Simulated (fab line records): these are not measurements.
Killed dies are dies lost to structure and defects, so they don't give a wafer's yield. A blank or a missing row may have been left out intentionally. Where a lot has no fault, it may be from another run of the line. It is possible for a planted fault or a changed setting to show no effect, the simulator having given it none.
Commonality check across tools | flow nand harc | Sample size 14 lots and 42 wafers

## WHY IT WAS OPENED
On 2 of the 14 lots, a flag is raised at NHARC_END_SORT_01 on the reading killed at other. Fault-free wafers read 0.7, with a standard deviation of 1.1.
Rule: a lot gets a flag if all its wafers with a number sit over 4 standard deviations from that mean, or if no wafer of it has a number. All remaining lots are regarded as sound.

lot  | measured     | on        | killed at other, wafer by wafer | flag
L790 | day 24 19:37 | prober-01 | 0 0 0                           |
L792 | day 24 19:37 | prober-02 | 0 0 0                           |
L791 | day 25 04:08 | prober-01 | 0 1 1                           |
L796 | day 26 19:26 | prober-01 | 1 3 4                           |
L798 | day 27 13:40 | prober-01 | 0 1 1                           |
L794 | day 27 14:31 | prober-02 | 2 3 3                           |
L797 | day 27 22:22 | prober-02 | 5 0 1                           |
L795 | day 27 23:04 | prober-01 | 3 2 3                           |
L800 | day 28 16:13 | prober-02 | 0 2 0                           |
L802 | day 29 16:46 | prober-02 | 0 0 1                           |
L801 | day 29 17:35 | prober-01 | 1 1 1                           |
L805 | day 30 09:40 | prober-02 | 44 63 56                        | FLAGGED
L804 | day 31 10:38 | prober-02 | 23 62 44                        | FLAGGED
L812 | day 33 16:53 | prober-01 | 1 1 0                           |
The numbers of the flagged lots are 48.7 on average: +48.0 against the usual, or +44 standard deviations.

## WHICH TOOL EACH LOT WENT THROUGH
The record holds 4 process steps before the reading, out of a route of 1302 steps. Each cell gives the tool, then ch followed by the chambers the sampled wafers passed through, then the start.
lot  | flag    | NHARC_A_BONDPAD_PVD_27                  | NHARC_THIN_TSV_PRE_CLEAN_50  | NHARC_THIN_TSV_PVD_19                   | NHARC_THIN_TSV_ANNEAL_52
L790 |         | pvd sputter-02, day 24 07:12 or earlier | pvd sputter-02, day 24 07:12 | pvd sputter-02, day 24 08:17 or earlier | rtp anneal-01 ch 0, day 24 08:17
L792 |         | pvd sputter-02, day 24 08:33 or earlier | pvd sputter-02, day 24 08:33 | pvd sputter-02, day 24 09:38 or earlier | rtp anneal-02 ch 0, day 24 09:38
L791 |         | pvd sputter-02, day 24 12:10 or earlier | pvd sputter-03, day 24 12:10 | pvd sputter-03, day 24 13:18 or earlier | rtp anneal-01 ch 0, day 24 13:18
L796 |         | pvd sputter-03, day 26 06:32 or earlier | pvd sputter-03, day 26 06:32 | pvd sputter-03, day 26 07:37 or earlier | rtp anneal-02 ch 0, day 26 07:37
L798 |         | pvd sputter-01, day 27 03:40 or earlier | pvd sputter-02, day 27 03:40 | pvd sputter-02, day 27 04:44 or earlier | rtp anneal-02 ch 0, day 27 04:44
L794 |         | pvd sputter-02, day 27 01:28 or earlier | pvd sputter-03, day 27 01:28 | pvd sputter-03, day 27 02:37 or earlier | rtp anneal-02 ch 0, day 27 02:37
L797 |         | pvd sputter-03, day 27 05:08 or earlier | pvd sputter-01, day 27 05:08 | pvd sputter-01, day 27 06:16 or earlier | rtp anneal-02 ch 0, day 27 06:16
L795 |         | pvd sputter-03, day 27 02:27 or earlier | pvd sputter-02, day 27 02:27 | pvd sputter-02, day 27 03:38 or earlier | rtp anneal-02 ch 0, day 27 03:38
L800 |         | pvd sputter-01, day 28 04:14 or earlier | pvd sputter-01, day 28 04:14 | pvd sputter-01, day 28 05:19 or earlier | rtp anneal-01 ch 0, day 28 05:19
L802 |         | pvd sputter-02, day 29 05:37 or earlier | pvd sputter-03, day 29 05:37 | pvd sputter-03, day 29 06:42 or earlier | rtp anneal-01 ch 0, day 29 06:42
L801 |         | pvd sputter-03, day 29 04:20 or earlier | pvd sputter-01, day 29 04:20 | pvd sputter-01, day 29 05:49 or earlier | rtp anneal-01 ch 0, day 29 05:49
L805 | FLAGGED | pvd sputter-02, day 29 18:04 or earlier | pvd sputter-03, day 29 18:04 | pvd sputter-03, day 29 19:16 or earlier | rtp anneal-01 ch 0, day 29 19:16
L804 | FLAGGED | pvd sputter-01, day 30 22:28 or earlier | pvd sputter-03, day 30 22:28 | pvd sputter-03, day 30 23:34 or earlier | rtp anneal-01 ch 0, day 30 23:34
L812 |         | pvd sputter-01, day 33 04:12 or earlier | pvd sputter-02, day 33 04:12 | pvd sputter-02, day 33 05:17 or earlier | rtp anneal-02 ch 0, day 33 05:17
What the steps here do:
- NHARC_A_BONDPAD_PVD_27: deposits Cu, target thk 30 nm, time 20.49 s.
- NHARC_THIN_TSV_PRE_CLEAN_50: time 30 s.
- NHARC_THIN_TSV_PVD_19: deposits TaN, target thk 20 nm.
- NHARC_THIN_TSV_ANNEAL_52: time 90 s.
- NHARC_END_SORT_01

## FLAGGED AGAINST TOTAL, ONE TOOL AT A TIME (gauges that did the reading follow at the end)
step                        | tool           | lots run | flagged | share of the flagged lots | sound lots run after its first flagged lot
NHARC_A_BONDPAD_PVD_27      | pvd sputter-01 | 4        | 1       | some                      | 1 (L812)
NHARC_A_BONDPAD_PVD_27      | pvd sputter-02 | 6        | 1       | some                      | 0
NHARC_A_BONDPAD_PVD_27      | pvd sputter-03 | 4        | 0       | none                      | -
NHARC_THIN_TSV_PRE_CLEAN_50 | pvd sputter-01 | 3        | 0       | none                      | -
NHARC_THIN_TSV_PRE_CLEAN_50 | pvd sputter-02 | 5        | 0       | none                      | -
NHARC_THIN_TSV_PRE_CLEAN_50 | pvd sputter-03 | 6        | 2       | all                       | 0
NHARC_THIN_TSV_PVD_19       | pvd sputter-01 | 3        | 0       | none                      | -
NHARC_THIN_TSV_PVD_19       | pvd sputter-02 | 5        | 0       | none                      | -
NHARC_THIN_TSV_PVD_19       | pvd sputter-03 | 6        | 2       | all                       | 0
NHARC_THIN_TSV_ANNEAL_52    | rtp anneal-01  | 7        | 2       | all                       | 0
NHARC_THIN_TSV_ANNEAL_52    | rtp anneal-02  | 7        | 0       | none                      | -
NHARC_END_SORT_01           | prober-01      | 7        | 0       | none                      | -
NHARC_END_SORT_01           | prober-02      | 7        | 2       | all                       | 0
NHARC_A_BONDPAD_PVD_27 gives no start for some lots, so the hours and the order of its lots are those of NHARC_THIN_TSV_PRE_CLEAN_50. NHARC_THIN_TSV_PVD_19 gives no start for some lots, so the hours and the order of its lots are those of NHARC_THIN_TSV_ANNEAL_52.

## THE TABLE: WHAT IT ALLOWS
4 rows of the table ran every flagged lot: pvd sputter-03 at NHARC_THIN_TSV_PRE_CLEAN_50, pvd sputter-03 at NHARC_THIN_TSV_PVD_19, rtp anneal-01 at NHARC_THIN_TSV_ANNEAL_52, prober-02 at NHARC_END_SORT_01.
- pvd sputter-03 at NHARC_THIN_TSV_PRE_CLEAN_50: 2 of its 6 lots flagged. A fault beginning between L802 (day 29 05:37), its last sound lot, and L805 (day 29 18:04), its first flagged one, fits the data.
- pvd sputter-03 at NHARC_THIN_TSV_PVD_19: 2 of its 6 lots flagged. A fault beginning between L802 (day 29 06:42), its last sound lot, and L805 (day 29 19:16), its first flagged one, fits the data.
- rtp anneal-01 at NHARC_THIN_TSV_ANNEAL_52: 2 of its 7 lots flagged. A fault beginning between L802 (day 29 06:42), its last sound lot, and L805 (day 29 19:16), its first flagged one, fits the data.
- prober-02 at NHARC_END_SORT_01: 2 of its 7 lots flagged. A fault beginning between L802 (day 29 16:46), its last sound lot, and L805 (day 30 09:40), its first flagged one, fits the data.
Because each of these 3 tools fits a fault that began at some hour, counting lots does not separate them. More lots, or a look at what each step does to the wafer, might.

## WHAT WAS PUT IN BY THE SIMULATOR
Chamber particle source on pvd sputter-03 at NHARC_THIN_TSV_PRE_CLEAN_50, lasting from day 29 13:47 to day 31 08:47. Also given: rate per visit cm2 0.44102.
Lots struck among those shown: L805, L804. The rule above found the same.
